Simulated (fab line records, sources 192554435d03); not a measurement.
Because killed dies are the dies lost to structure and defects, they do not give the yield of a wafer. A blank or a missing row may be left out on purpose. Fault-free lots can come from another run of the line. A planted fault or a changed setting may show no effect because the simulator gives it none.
Lot-split experiment || flow n5_finfet || 21 wafers read from 7 lots, route of 1938 steps

## SPLIT DETAILS
At N5_MOL_CONTACT_COAG_COAT_76 (time 60 s, resist thk 10 nm), the setting spin_rpm was moved away from the recipe's 1500 rpm on 6 of the 21 wafers read, by -6.8% to +8.5%. All remaining wafers had this setting at the recipe value.

## FROM THE SPLIT TO THE READING: what the file shows between them, 7 steps
- N5_MOL_CONTACT_COAG_COAT_77: time 60 s, resist thk 10 nm
- N5_MOL_CONTACT_COAG_COAT_78: resist thk 40 nm
- N5_MOL_CONTACT_COAG_DESCUM_88: chemistry O2, time 7 s
- N5_MOL_CONTACT_COAG_ETCH_89: etches underlayer in N2/H2, target depth 13 nm, time 10.4 s
- N5_MOL_CONTACT_COAG_ETCH_90: etches SiARC in CF4, target depth 13 nm, time 21.7 s
- N5_MOL_CONTACT_COAG_ALD_131: deposits SiO2, target thk 5 nm, pulse time 1 s, co reactant pulse time 1 s
- N5_MOL_CONTACT_COAG_ETCHBACK_132: etches SiO2 in CHF3, target depth 10 nm, time 6.7 s

## THE READING
SiARC_of_MOL_CONTACT_COAG_COAT_76.thk_nm (the simulator's own value, which no gauge read), in nm, at N5_MOL_CONTACT_COAG_ETCH_91 (etches SOC in N2/H2, target depth 60 nm, overetch 21 nm, time 101.2 s). There is no usual value for it anywhere in the file. Here, 15 wafers ran the recipe; their average is 5.9 nm with a standard deviation of 0.12 nm.

{"wafer": "L075.1", "tool, chamber at the split": "litho_track-03, 0", "spin_rpm as run, rpm": 1500, "against the recipe": "recipe", "SiARC_of_MOL_CONTACT_COAG_COAT_76.thk_nm, nm": 5.8, "against lot-mates on the recipe": "-"}
{"wafer": "L075.5", "tool, chamber at the split": "litho_track-03, 0", "spin_rpm as run, rpm": 1500, "against the recipe": "recipe", "SiARC_of_MOL_CONTACT_COAG_COAT_76.thk_nm, nm": 5.8, "against lot-mates on the recipe": "-"}
{"wafer": "L075.4", "tool, chamber at the split": "litho_track-03, 0", "spin_rpm as run, rpm": 1411, "against the recipe": "-5.9%", "SiARC_of_MOL_CONTACT_COAG_COAT_76.thk_nm, nm": 6, "against lot-mates on the recipe": "+0.2"}
{"wafer": "L080.3", "tool, chamber at the split": "litho_track-03, 0", "spin_rpm as run, rpm": 1408, "against the recipe": "-6.1%", "SiARC_of_MOL_CONTACT_COAG_COAT_76.thk_nm, nm": 6.2, "against lot-mates on the recipe": "+0.4"}
{"wafer": "L080.4", "tool, chamber at the split": "litho_track-03, 0", "spin_rpm as run, rpm": 1500, "against the recipe": "recipe", "SiARC_of_MOL_CONTACT_COAG_COAT_76.thk_nm, nm": 5.8, "against lot-mates on the recipe": "-"}
{"wafer": "L080.6", "tool, chamber at the split": "litho_track-03, 0", "spin_rpm as run, rpm": 1500, "against the recipe": "recipe", "SiARC_of_MOL_CONTACT_COAG_COAT_76.thk_nm, nm": 5.8, "against lot-mates on the recipe": "-"}
{"wafer": "L083.3", "tool, chamber at the split": "litho_track-04, 0", "spin_rpm as run, rpm": 1452, "against the recipe": "-3.2%", "SiARC_of_MOL_CONTACT_COAG_COAT_76.thk_nm, nm": 6, "against lot-mates on the recipe": "+0.4"}
{"wafer": "L083.5", "tool, chamber at the split": "litho_track-04, 0", "spin_rpm as run, rpm": 1452, "against the recipe": "-3.2%", "SiARC_of_MOL_CONTACT_COAG_COAT_76.thk_nm, nm": 6.2, "against lot-mates on the recipe": "+0.6"}
{"wafer": "L083.6", "tool, chamber at the split": "litho_track-04, 0", "spin_rpm as run, rpm": 1500, "against the recipe": "recipe", "SiARC_of_MOL_CONTACT_COAG_COAT_76.thk_nm, nm": 5.6, "against lot-mates on the recipe": "-"}
{"wafer": "L084.1", "tool, chamber at the split": "litho_track-03, 0", "spin_rpm as run, rpm": 1500, "against the recipe": "recipe", "SiARC_of_MOL_CONTACT_COAG_COAT_76.thk_nm, nm": 5.8, "against lot-mates on the recipe": "-"}
{"wafer": "L084.2", "tool, chamber at the split": "litho_track-03, 0", "spin_rpm as run, rpm": 1500, "against the recipe": "recipe", "SiARC_of_MOL_CONTACT_COAG_COAT_76.thk_nm, nm": 5.8, "against lot-mates on the recipe": "-"}
{"wafer": "L084.5", "tool, chamber at the split": "litho_track-03, 0", "spin_rpm as run, rpm": 1500, "against the recipe": "recipe", "SiARC_of_MOL_CONTACT_COAG_COAT_76.thk_nm, nm": 5.8, "against lot-mates on the recipe": "-"}
{"wafer": "L085.4", "tool, chamber at the split": "litho_track-04, 0", "spin_rpm as run, rpm": 1500, "against the recipe": "recipe", "SiARC_of_MOL_CONTACT_COAG_COAT_76.thk_nm, nm": 5.8, "against lot-mates on the recipe": "-"}
{"wafer": "L085.5", "tool, chamber at the split": "litho_track-04, 0", "spin_rpm as run, rpm": 1500, "against the recipe": "recipe", "SiARC_of_MOL_CONTACT_COAG_COAT_76.thk_nm, nm": 6, "against lot-mates on the recipe": "-"}
{"wafer": "L085.6", "tool, chamber at the split": "litho_track-04, 0", "spin_rpm as run, rpm": 1398, "against the recipe": "-6.8%", "SiARC_of_MOL_CONTACT_COAG_COAT_76.thk_nm, nm": 6.2, "against lot-mates on the recipe": "+0.3"}
{"wafer": "L090.2", "tool, chamber at the split": "litho_track-04, 0", "spin_rpm as run, rpm": 1500, "against the recipe": "recipe", "SiARC_of_MOL_CONTACT_COAG_COAT_76.thk_nm, nm": 6, "against lot-mates on the recipe": "-"}
{"wafer": "L090.6", "tool, chamber at the split": "litho_track-04, 0", "spin_rpm as run, rpm": 1500, "against the recipe": "recipe", "SiARC_of_MOL_CONTACT_COAG_COAT_76.thk_nm, nm": 6, "against lot-mates on the recipe": "-"}
{"wafer": "L090.3", "tool, chamber at the split": "litho_track-04, 0", "spin_rpm as run, rpm": 1627, "against the recipe": "+8.5%", "SiARC_of_MOL_CONTACT_COAG_COAT_76.thk_nm, nm": 5.6, "against lot-mates on the recipe": -0.4}
{"wafer": "L092.1", "tool, chamber at the split": "litho_track-03, 0", "spin_rpm as run, rpm": 1500, "against the recipe": "recipe", "SiARC_of_MOL_CONTACT_COAG_COAT_76.thk_nm, nm": 6, "against lot-mates on the recipe": "-"}
{"wafer": "L092.2", "tool, chamber at the split": "litho_track-03, 0", "spin_rpm as run, rpm": 1500, "against the recipe": "recipe", "SiARC_of_MOL_CONTACT_COAG_COAT_76.thk_nm, nm": 6, "against lot-mates on the recipe": "-"}
{"wafer": "L092.4", "tool, chamber at the split": "litho_track-03, 0", "spin_rpm as run, rpm": 1500, "against the recipe": "recipe", "SiARC_of_MOL_CONTACT_COAG_COAT_76.thk_nm, nm": 6, "against lot-mates on the recipe": "-"}

FIT RESULTS
A straight line over all 21 wafers: SiARC_of_MOL_CONTACT_COAG_COAT_76.thk_nm changes by -0.0407 nm for each +1% of spin_rpm; r = -0.74; the points scatter about the line by 0.12 nm.
The same after taking each lot's own level away (the mean of its wafers on the recipe; 21 wafers): -0.056 nm for each +1%; r = -0.84; scatter 0.12 nm.
On that fit, the largest move of spin_rpm shifts the reading by 0.47 nm.
The span of the lots' own levels, 5.60 to 6.00 nm, comes to 3.4 times the standard deviation stated above.
So the lot-to-lot level blurs the effect unless lot-mates are compared.
Check: with one of the wafers moved furthest among these (+8.5%) left out of the fit, the line predicts -0.491 nm for it against its lot-mates. Against them it came out at -0.4 nm.

## OTHER SPLITS APPLIED TO THESE WAFERS
Before the reading, these wafers also passed through other splits. Each is held against what the fit with the lots' levels taken away leaves over:
{"other split on the same wafers": "N5_SD_EPI_N_EPI_21 epi_growth_time_s", "wafers away from the commonest value": 9, "r with SiARC_of_MOL_CONTACT_COAG_COAT_76.thk_nm (lot level and that fit taken away)": "+0.03"}
{"other split on the same wafers": "N5_HKMG_FIN_EXPOSE_46 dose_mj", "wafers away from the commonest value": 7, "r with SiARC_of_MOL_CONTACT_COAG_COAT_76.thk_nm (lot level and that fit taken away)": -0.19}
{"other split on the same wafers": "N5_HKMG_FIN_ETCH_55 bias_w", "wafers away from the commonest value": 8, "r with SiARC_of_MOL_CONTACT_COAG_COAT_76.thk_nm (lot level and that fit taken away)": "+0.15"}
{"other split on the same wafers": "N5_HKMG_FIN_ETCH_58 source_w", "wafers away from the commonest value": 5, "r with SiARC_of_MOL_CONTACT_COAG_COAT_76.thk_nm (lot level and that fit taken away)": "+0.08"}
{"other split on the same wafers": "N5_GATE_CUT_CUT_ETCH_54 icp_w", "wafers away from the commonest value": 7, "r with SiARC_of_MOL_CONTACT_COAG_COAT_76.thk_nm (lot level and that fit taken away)": "+0.20"}

## THE WHOLE CHAIN: every reading that the file lists as answering this split, in the file's order
{"step": "N5_MOL_CONTACT_COAG_COAT_76", "what it does": "time 60 s, resist thk 10 nm", "reading": "SiARC_of_MOL_CONTACT_COAG_COAT_76.thk_nm (the simulator's own value, which no gauge read)", "change (the file's fit)": "-0.0576 nm for each +1% of the setting", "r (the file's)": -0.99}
{"step": "N5_MOL_CONTACT_COAG_ETCH_90", "what it does": "etches SiARC in CF4, target depth 13 nm, time 21.7 s", "reading": "etch.depth_nm (the simulator's own value, which no gauge read)", "change (the file's fit)": "-0.0502 nm for each +1% of the setting", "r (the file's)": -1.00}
{"step": "N5_MOL_CONTACT_COAG_ETCH_91", "what it does": "etches SOC in N2/H2, target depth 60 nm, overetch 21 nm, time 101.2 s", "reading": "SiARC_of_MOL_CONTACT_COAG_COAT_76.thk_nm (the simulator's own value, which no gauge read)", "change (the file's fit)": "-0.0531 nm for each +1% of the setting", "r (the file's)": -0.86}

## THE FILE'S OWN FIT
SiARC_of_MOL_CONTACT_COAG_COAT_76.thk_nm changes by -0.0531 nm for each +1% of spin_rpm, r = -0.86.
